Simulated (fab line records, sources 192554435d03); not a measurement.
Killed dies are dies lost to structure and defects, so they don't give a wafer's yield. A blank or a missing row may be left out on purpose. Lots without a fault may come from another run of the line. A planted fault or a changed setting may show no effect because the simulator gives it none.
Which tool did it? | flow n5_finfet | 8 lots, 24 wafers sampled, at 7 steps of a route of 1938

WHAT THE GAUGES READ, wafer by wafer
N5_GATE_CUT_THK_MEAS_24.
lot  | measured     | on            | GC_FILL_THK (nm)
L435 | day 6 03:25  | film_metro-01 | 220.7 221.4 220.9
L436 | day 6 09:50  | film_metro-02 | 218.4 218.3 218.1
L440 | day 7 14:28  | film_metro-02 | 220.5 218.3 219.0
L443 | day 8 08:09  | film_metro-01 | 220.3 221.8 220.7
L445 | day 8 13:26  | film_metro-02 | 217.9 217.0 220.0
L448 | day 9 09:52  | film_metro-02 | 195.2 195.0 194.1
L449 | day 9 17:43  | film_metro-01 | 193.4 198.2 195.3
L452 | day 10 10:12 | film_metro-01 | 217.6 219.9 216.6

N5_BEOL_M4_RC_MEAS_101.
lot  | measured     | on        | DIBL_N (mV/V)  | DIBL_P (mV/V)  | IOFF_N (nA/um) | IOFF_P (nA/um) | ION_N (uA/um) | ION_P (uA/um) | SS_N (mV/dec)  | SS_P (mV/dec)  | VT_N (mV)   | VT_P (mV)
L435 | day 9 17:31  | prober-01 | 34.4 36.5 37.6 | 35.1 37.8 37.8 | 0.13 0.17 0.18 | 0.20 0.25 0.25 | 658 667 674   | 452 463 464   | 70.9 71.6 72.0 | 72.9 73.6 73.8 | 252 248 247 | -250 -246 -245
L436 | day 10 04:57 | prober-01 | 38.6 37.5 37.1 | 38.0 36.6 36.7 | 0.19 0.17 0.18 | 0.27 0.22 0.23 | 674 670 677   | 464 459 463   | 72.3 71.8 72.2 | 73.7 74.0 73.6 | 248 249 248 | -247 -250 -246
L440 | day 11 00:10 | prober-02 | 39.5 39.5 37.1 | 37.4 37.6 34.6 | 0.17 0.18 0.13 | 0.19 0.20 0.15 | 668 687 661   | 444 466 450   | 72.3 72.0 71.7 | 73.3 74.1 72.9 | 248 247 255 | -253 -252 -258
L443 | day 12 08:14 | prober-02 | 35.2 37.9 34.6 | 35.0 37.9 33.6 | 0.13 0.17 0.12 | 0.18 0.23 0.17 | 657 667 660   | 453 461 456   | 71.4 72.0 70.8 | 72.7 74.2 73.7 | 254 251 253 | -254 -250 -256
L445 | day 12 11:32 | prober-01 | 36.4 36.5 36.6 | 39.1 37.9 37.2 | 0.17 0.18 0.16 | 0.25 0.23 0.21 | 680 679 676   | 473 461 460   | 72.1 71.7 71.1 | 74.0 74.3 74.2 | 253 249 254 | -248 -249 -254
L448 | day 12 16:58 | prober-01 | 36.1 41.5 36.2 | 33.3 40.4 33.7 | 0.14 0.26 0.14 | 0.20 0.34 0.20 | 668 700 674   | 458 481 465   | 70.9 71.9 71.4 | 72.6 74.8 72.5 | 251 243 251 | -249 -241 -247
L449 | day 13 10:24 | prober-02 | 38.9 36.9 35.1 | 36.3 34.8 33.3 | 0.19 0.15 0.13 | 0.25 0.23 0.20 | 672 674 666   | 465 463 462   | 73.1 71.7 71.1 | 74.1 74.1 73.0 | 250 251 253 | -247 -249 -250
L452 | day 13 22:05 | prober-01 | 36.4 37.4 34.4 | 37.4 38.7 35.7 | 0.16 0.17 0.12 | 0.24 0.25 0.21 | 676 677 664   | 469 467 467   | 71.2 70.5 71.0 | 73.3 73.9 72.7 | 247 249 255 | -245 -247 -249

WHICH TOOL RAN EACH LOT (tool, then ch and the chambers of the sampled wafers, then the start)
lot  | N5_GATE_CUT_HM_DEP_46          | N5_GATE_CUT_ETCH_36                | N5_GATE_CUT_CUT_ETCH_53          | N5_GATE_CUT_ALD_22               | N5_GATE_CUT_CMP_23
L435 | pecvd-04 ch 0,2, day 6 00:20   | rie_diel-06 ch 0,2,3, day 6 00:51  | rie_metal-01 ch 1, day 6 01:11   | ald_sin-03 ch 0,1,2, day 6 01:38 | cmp-04 ch 0,3, day 6 03:07
L436 | pecvd-02 ch 1,2, day 6 06:38   | rie_diel-06 ch 0,2,3, day 6 07:17  | rie_metal-01 ch 0, day 6 07:37   | ald_sin-01 ch 0,1,3, day 6 08:04 | cmp-01 ch 1,2,3, day 6 09:38
L440 | pecvd-04 ch 0,1,2, day 7 11:15 | rie_diel-02 ch 1,3, day 7 11:53    | rie_metal-02 ch 0,1, day 7 12:14 | ald_sin-03 ch 0,1,2, day 7 12:40 | cmp-04 ch 0,2, day 7 14:10
L443 | pecvd-04 ch 0,1,2, day 8 03:55 | rie_diel-02 ch 1,2,3, day 8 04:33  | rie_metal-03 ch 0,1, day 8 04:53 | ald_sin-02 ch 0,1,3, day 8 06:22 | cmp-03 ch 1,2,3, day 8 07:51
L445 | pecvd-02 ch 1,2, day 8 10:10   | rie_diel-04 ch 0,3, day 8 10:42    | rie_metal-03 ch 0,1, day 8 11:02 | ald_sin-01 ch 0,1,3, day 8 11:38 | cmp-01 ch 0,2,3, day 8 13:10
L448 | pecvd-04 ch 0,1, day 9 06:46   | rie_diel-02 ch 0,1,2, day 9 07:17  | rie_metal-02 ch 0,1, day 9 07:38 | ald_sin-02 ch 0,1, day 9 08:04   | cmp-03 ch 2,3, day 9 09:36
L449 | pecvd-04 ch 0,1, day 9 14:29   | rie_diel-06 ch 0,3, day 9 15:08    | rie_metal-01 ch 0,1, day 9 15:29 | ald_sin-01 ch 0,1,2, day 9 15:55 | cmp-03 ch 0,1,2, day 9 17:32
L452 | pecvd-03 ch 0,1, day 10 06:56  | rie_diel-06 ch 0,2,3, day 10 07:35 | rie_metal-03 ch 1, day 10 07:56  | ald_sin-02 ch 0,1, day 10 08:25  | cmp-03 ch 0,1, day 10 09:54
- N5_GATE_CUT_HM_DEP_46: deposits SiO2 from TEOS/O2, target thk 130 nm, time 26.6 s.
- N5_GATE_CUT_ETCH_36: etches SiARC in CF4, target depth 13 nm, time 21.7 s.
- N5_GATE_CUT_CUT_ETCH_53: etches W in SF6/Cl2, target depth 79.2 nm.
- N5_GATE_CUT_ALD_22: deposits SiNx, target thk 16 nm, pulse time 1 s, ald cycles 320.
- N5_GATE_CUT_CMP_23: polishes, stops on SiO2, t overpolish 23.4 s, target thk 16 nm.

WHAT THE TOOLS THEMSELVES READ (means of the sampled wafers that have a number; where no wafer has one, the mark that the record gives instead)
N5_GATE_CUT_HM_DEP_46.
lot  | tool     | heater_power_w (W) | showerhead_plenum_p_Torr (Torr) | throttle_valve_pct (%)
L435 | pecvd-04 | 530                | 8.38                            | 18.8
L436 | pecvd-02 | 505                | 8.36                            | 18.4
L440 | pecvd-04 | 589                | 8.36                            | 18.5
L443 | pecvd-04 | 570                | 8.37                            | 18.6
L445 | pecvd-02 | 606                | 8.37                            | 17.9
L448 | pecvd-04 | 581                | 8.38                            | 19.0
L449 | pecvd-04 | 620                | 8.37                            | 19.0
L452 | pecvd-03 | 643                | 8.39                            | 19.0

N5_GATE_CUT_ETCH_36.
lot  | tool        | drypump_motor_current_A (A) | etch_rf_on_time_s (s) | oes_product_au (a.u.) | rf_vpp_V (V) | showerhead_plenum_p_Torr (Torr) | throttle_valve_pct (%)
L435 | rie_diel-06 | 4.7                         | 21.6                  | 0.62                  | 183.0        | 2.10                            | 15.79
L436 | rie_diel-06 | 4.7                         | 21.7                  | 0.61                  | 183.8        | 2.10                            | 15.80
L440 | rie_diel-02 | 6.0                         | 22.0                  | 0.59                  | 183.0        | 2.08                            | 15.65
L443 | rie_diel-02 | 5.8                         | 22.1                  | 0.60                  | 184.3        | 2.15                            | 15.79
L445 | rie_diel-04 | 5.7                         | 21.5                  | 0.74                  | 184.9        | 2.19                            | 15.54
L448 | rie_diel-02 | 5.8                         | 21.6                  | 0.66                  | 184.0        | 2.17                            | 15.62
L449 | rie_diel-06 | 4.8                         | 21.6                  | 0.61                  | 182.8        | 2.09                            | 15.81
L452 | rie_diel-06 | 4.8                         | 21.8                  | 0.67                  | 185.2        | 2.17                            | 15.69

N5_GATE_CUT_CUT_ETCH_53.
lot  | tool         | drypump_motor_current_A (A) | etch_rf_on_time_s (s) | he_backside_leak_sccm (sccm) | oes_product_au (a.u.) | throttle_valve_pct (%)
L435 | rie_metal-01 | 6.6                         | 26.8                  | 3.67                         | 0.54                  | 28.72
L436 | rie_metal-01 | 6.3                         | 26.7                  | 3.43                         | 0.57                  | 28.84
L440 | rie_metal-02 | 6.1                         | 26.4                  | 3.74                         | 0.66                  | 28.87
L443 | rie_metal-03 | 5.8                         | 26.1                  | 3.58                         | 0.70                  | 28.69
L445 | rie_metal-03 | 6.1                         | 26.3                  | 3.60                         | 0.72                  | 28.60
L448 | rie_metal-02 | 6.1                         | 26.1                  | 3.73                         | 0.45                  | 28.32
L449 | rie_metal-01 | 6.3                         | 26.9                  | 3.49                         | 0.47                  | 28.18
L452 | rie_metal-03 | 6.5                         | 26.6                  | 3.62                         | 0.74                  | 28.50

N5_GATE_CUT_ALD_22.
lot  | tool       | heater_power_w (W) | precursor_pulse_height_rel
L435 | ald_sin-03 | 845                | 0.999
L436 | ald_sin-01 | 869                | 1.021
L440 | ald_sin-03 | 850                | 0.994
L443 | ald_sin-02 | 836                | 1.003
L445 | ald_sin-01 | 860                | 0.981
L448 | ald_sin-02 | 801                | 1.003
L449 | ald_sin-01 | 847                | 0.993
L452 | ald_sin-02 | 801                | 1.017

N5_GATE_CUT_CMP_23.
lot  | tool   | motor_current_A (A) | overpolish_run_s (s) | time_to_endpoint_s (s)
L435 | cmp-04 | 8.5                 | 23.402               | 23.5
L436 | cmp-01 | 10.2                | 23.396               | 19.0
L440 | cmp-04 | 8.9                 | 23.407               | 19.9
L443 | cmp-03 | 8.0                 | 23.404               | 18.6
L445 | cmp-01 | 9.3                 | 23.402               | 19.6
L448 | cmp-03 | 8.3                 | 23.408               | 17.9
L449 | cmp-03 | 7.8                 | 23.403               | 19.2
L452 | cmp-03 | 8.5                 | 23.402               | 19.7

THE ANSWER, worked out from the rows above alone
Rule: what is usual is taken from the lots themselves. Put in order of their means at a reading, lots are off if they are a third of the lots or fewer, leave a main group of 4 or more, and stand apart from it by a gap of 3 or more times the standard deviation of the main group's means; of several such gaps the widest counts. A main group whose means are all the same, to the digits that the tables above print for the reading, isn't used. A lot without any number at a reading at which 4 lots or more have one is off too. The other lots that the step has rows for count as sound. The gauges are gone through in route order, then the tools' own readings, and for those a lot's mean is taken as printed above. The first step at which some lot is off is used, and at that step the reading that is off furthest; a lot without a number counts as furthest.
Off: L448, L449, at N5_GATE_CUT_THK_MEAS_24 (GC_FILL_THK). The main group: mean 219.3 nm, standard deviation 1.2.
A tool fits if, at a process step before that reading, it ran every lot that is off, and no sound lot after the first of them. The gauges at N5_GATE_CUT_THK_MEAS_24 are tried like those tools. One fits: pecvd-04 at N5_GATE_CUT_HM_DEP_46. Its last sound lot is L443 (day 8 03:55), its first lot that is off L448 (day 9 06:46): a fault that began between those two fits.

WHAT THE SIMULATOR HAD PUT IN
Site profile drift: pecvd-04, from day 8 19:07 on, at N5_GATE_CUT_HM_DEP_46. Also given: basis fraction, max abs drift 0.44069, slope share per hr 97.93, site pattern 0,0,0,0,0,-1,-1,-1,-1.
Lots struck among those shown: L448, L449. The rule above found the same.
